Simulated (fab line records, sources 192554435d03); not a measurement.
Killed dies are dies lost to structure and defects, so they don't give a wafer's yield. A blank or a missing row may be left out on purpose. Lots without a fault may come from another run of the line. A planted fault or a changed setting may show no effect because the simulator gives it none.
Chamber matching | flow n5_finfet | N5_BEOL_M4_ETCH_69 on rie_diel-01: 4 sister chambers
The step etches SiARC in CF4, target depth 15.6 nm, time 26 s. 8 wafers are shown with their chamber, then 8 later ones without.

WAFERS WITH THEIR CHAMBER
wafer  | chamber | drypump_motor_current_A (A) | throttle_valve_pct (%)
L078.2 | 3       | 6.0                         | 15.79
L077.3 | 0       | 6.3                         | 15.77
L077.5 | 2       | 5.3                         | 15.70
L082.1 | 2       | 5.3                         | 15.72
L082.3 | 3       | 6.0                         | 15.81
L084.2 | 0       | 6.3                         | 15.81
L084.6 | 1       | 5.8                         | 16.15
L085.2 | 1       | 5.7                         | 16.16

WAFERS WITHOUT THEIR CHAMBER
wafer  | drypump_motor_current_A (A) | throttle_valve_pct (%)
L085.4 | 5.3                         | 15.71
L085.5 | 5.7                         | 16.15
L090.1 | 5.7                         | 16.18
L090.3 | 5.9                         | 15.83
L090.5 | 6.0                         | 15.83
L092.1 | 5.3                         | 15.76
L092.2 | 6.0                         | 15.83
L092.4 | 6.0                         | 15.87

WHICH CHAMBER EACH WENT THROUGH
wafer  | from the rows above | in truth
L085.4 | 2                   | 2
L085.5 | 1                   | 1
L090.1 | 1                   | 1
L090.3 | 3                   | 3
L090.5 | 3                   | 3
L092.1 | 2                   | 2
L092.2 | 3                   | 3
L092.4 | 3                   | 3
Placed correctly: 8 of 8. Can't be placed from these rows: 0. Placed wrongly: 0.
How it was worked out, from the rows above alone: a wafer's distance from a chamber is the root of the sum, over the readings, of the square of ((its reading less the chamber's mean) divided by the reading's scatter). The wafer belongs to the nearest chamber; if the next one is less than 2 further off, it can't be placed. A chamber's mean is the mean of its shown wafers. The scatter: the root of (the sum of the squares of (reading less its chamber's mean) over the shown wafers, divided by (wafers less chambers)).
